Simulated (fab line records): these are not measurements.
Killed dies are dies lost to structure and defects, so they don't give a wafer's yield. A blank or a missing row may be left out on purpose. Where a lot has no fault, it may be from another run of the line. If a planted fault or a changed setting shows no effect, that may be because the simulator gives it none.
Lot-split experiment || flow n5Finfet || 21 wafers read from 7 lots, route of 1938 steps

== ON THE SPLIT ==
At N5_FIN_SAQP_EXPOSE_13 (exposes mask FIN CORE, target cd 35.6 nm), the setting doseMj was moved away from the recipe's 63.25 on 5 of the 21 wafers read, by -5.6% to +6.6%. The other wafers ran this setting at the recipe's value.

== FROM THE SPLIT TO THE READING: what the file shows between them, 2 steps ==
- N5_FIN_SAQP_PEB_14: peb time 60 s (also split here: pebTimeS)
- N5_FIN_SAQP_DEVELOP_15: develop time 30 s

== THE READING ==
Shown in nm: cdNm at N5_FIN_SAQP_CD_MEAS_16, with target cd 35.6 nm. Fault-free wafers of this fab line usually give 35.66 nm, standard deviation 0.25 nm.

{"wafer": "L075.1", "tool, chamber at the split": "arfiScanner-03, 0", "doseMj as run": 63.25, "against the recipe": "recipe", "cdNm, nm": 37.38, "against lot-mates on the recipe": "-"}
{"wafer": "L075.2", "tool, chamber at the split": "arfiScanner-03, 0", "doseMj as run": 67.41, "against the recipe": "+6.6%", "cdNm, nm": 33.91, "against lot-mates on the recipe": -3.36}
{"wafer": "L075.6", "tool, chamber at the split": "arfiScanner-03, 0", "doseMj as run": 63.25, "against the recipe": "recipe", "cdNm, nm": 37.15, "against lot-mates on the recipe": "-"}
{"wafer": "L076.1", "tool, chamber at the split": "arfiScanner-02, 0", "doseMj as run": 63.25, "against the recipe": "recipe", "cdNm, nm": 35.79, "against lot-mates on the recipe": "-"}
{"wafer": "L076.3", "tool, chamber at the split": "arfiScanner-02, 0", "doseMj as run": 63.25, "against the recipe": "recipe", "cdNm, nm": 36.03, "against lot-mates on the recipe": "-"}
{"wafer": "L076.5", "tool, chamber at the split": "arfiScanner-02, 0", "doseMj as run": 63.25, "against the recipe": "recipe", "cdNm, nm": 35.30, "against lot-mates on the recipe": "-"}
{"wafer": "L080.2", "tool, chamber at the split": "arfiScanner-02, 0", "doseMj as run": 63.25, "against the recipe": "recipe", "cdNm, nm": 35.36, "against lot-mates on the recipe": "-"}
{"wafer": "L080.3", "tool, chamber at the split": "arfiScanner-02, 0", "doseMj as run": 59.73, "against the recipe": "-5.6%", "cdNm, nm": 37.11, "against lot-mates on the recipe": "+1.75"}
{"wafer": "L080.4", "tool, chamber at the split": "arfiScanner-02, 0", "doseMj as run": 59.73, "against the recipe": "-5.6%", "cdNm, nm": 37.15, "against lot-mates on the recipe": "+1.79"}
{"wafer": "L083.3", "tool, chamber at the split": "arfiScanner-02, 0", "doseMj as run": 63.25, "against the recipe": "recipe", "cdNm, nm": 35.76, "against lot-mates on the recipe": "-"}
{"wafer": "L083.4", "tool, chamber at the split": "arfiScanner-02, 0", "doseMj as run": 63.25, "against the recipe": "recipe", "cdNm, nm": 35.89, "against lot-mates on the recipe": "-"}
{"wafer": "L083.5", "tool, chamber at the split": "arfiScanner-02, 0", "doseMj as run": 63.25, "against the recipe": "recipe", "cdNm, nm": 35.52, "against lot-mates on the recipe": "-"}
{"wafer": "L084.1", "tool, chamber at the split": "arfiScanner-01, 0", "doseMj as run": 63.25, "against the recipe": "recipe", "cdNm, nm": 35.54, "against lot-mates on the recipe": "-"}
{"wafer": "L084.2", "tool, chamber at the split": "arfiScanner-01, 0", "doseMj as run": 63.25, "against the recipe": "recipe", "cdNm, nm": 35.57, "against lot-mates on the recipe": "-"}
{"wafer": "L084.5", "tool, chamber at the split": "arfiScanner-01, 0", "doseMj as run": 63.25, "against the recipe": "recipe", "cdNm, nm": 35.63, "against lot-mates on the recipe": "-"}
{"wafer": "L092.3", "tool, chamber at the split": "arfiScanner-02, 0", "doseMj as run": 63.25, "against the recipe": "recipe", "cdNm, nm": 35.83, "against lot-mates on the recipe": "-"}
{"wafer": "L092.4", "tool, chamber at the split": "arfiScanner-02, 0", "doseMj as run": 63.25, "against the recipe": "recipe", "cdNm, nm": 35.85, "against lot-mates on the recipe": "-"}
{"wafer": "L092.5", "tool, chamber at the split": "arfiScanner-02, 0", "doseMj as run": 63.25, "against the recipe": "recipe", "cdNm, nm": 36.04, "against lot-mates on the recipe": "-"}
{"wafer": "L094.1", "tool, chamber at the split": "arfiScanner-01, 0", "doseMj as run": 63.25, "against the recipe": "recipe", "cdNm, nm": 36.46, "against lot-mates on the recipe": "-"}
{"wafer": "L094.4", "tool, chamber at the split": "arfiScanner-01, 0", "doseMj as run": 66.96, "against the recipe": "+5.9%", "cdNm, nm": 33.83, "against lot-mates on the recipe": -2.63}
{"wafer": "L094.5", "tool, chamber at the split": "arfiScanner-01, 0", "doseMj as run": 66.96, "against the recipe": "+5.9%", "cdNm, nm": 34.92, "against lot-mates on the recipe": -1.54}

THE FIT
A straight line over all 21 wafers: cdNm changes by -0.257 nm for each +1% of doseMj; r = -0.81; the points scatter about the line by 0.56 nm.
The same after taking each lot's own level away (the mean of its wafers on the recipe; 21 wafers): -0.378 nm for each +1%; r = -0.96; scatter 0.32 nm.
According to that fit, moving doseMj by its largest amount changes the reading by 2.5 nm.
The lots' own levels span 35.360 to 37.265 nm, that is 7.6 times the standard deviation above.
So the lot-to-lot level changes the slope: the two fits differ.
Check: with one of the wafers moved furthest among these (+6.6%) left out of the fit, the line predicts -2.24 nm for it against its lot-mates. It came out at -3.36 nm against them.

== THESE WAFERS: OTHER SPLITS ==
Other splits were also applied to these wafers ahead of the reading. Each is held against what the fit with the lots' levels taken away leaves over:
{"other split on the same wafers": "N5_ZERO_LAYER_PECVD_02 timeS", "wafers away from the commonest value": 5, "r with cdNm (lot level and that fit taken away)": "+0.06"}
{"other split on the same wafers": "N5_ZERO_LAYER_COAT_05 spinRpm", "wafers away from the commonest value": 8, "r with cdNm (lot level and that fit taken away)": -0.01}
{"other split on the same wafers": "N5_WELL_APT_EXPOSE_22 doseMj", "wafers away from the commonest value": 8, "r with cdNm (lot level and that fit taken away)": -0.04}
{"other split on the same wafers": "N5_WELL_APT_PEB_23 pebTempC", "wafers away from the commonest value": 6, "r with cdNm (lot level and that fit taken away)": -0.10}
{"other split on the same wafers": "N5_FIN_SAQP_PEB_14 pebTimeS", "wafers away from the commonest value": 4, "r with cdNm (lot level and that fit taken away)": -0.29}

== FILE'S OWN FIT ==
cdNm changes by -0.406 nm for each +1% of doseMj, r = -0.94.
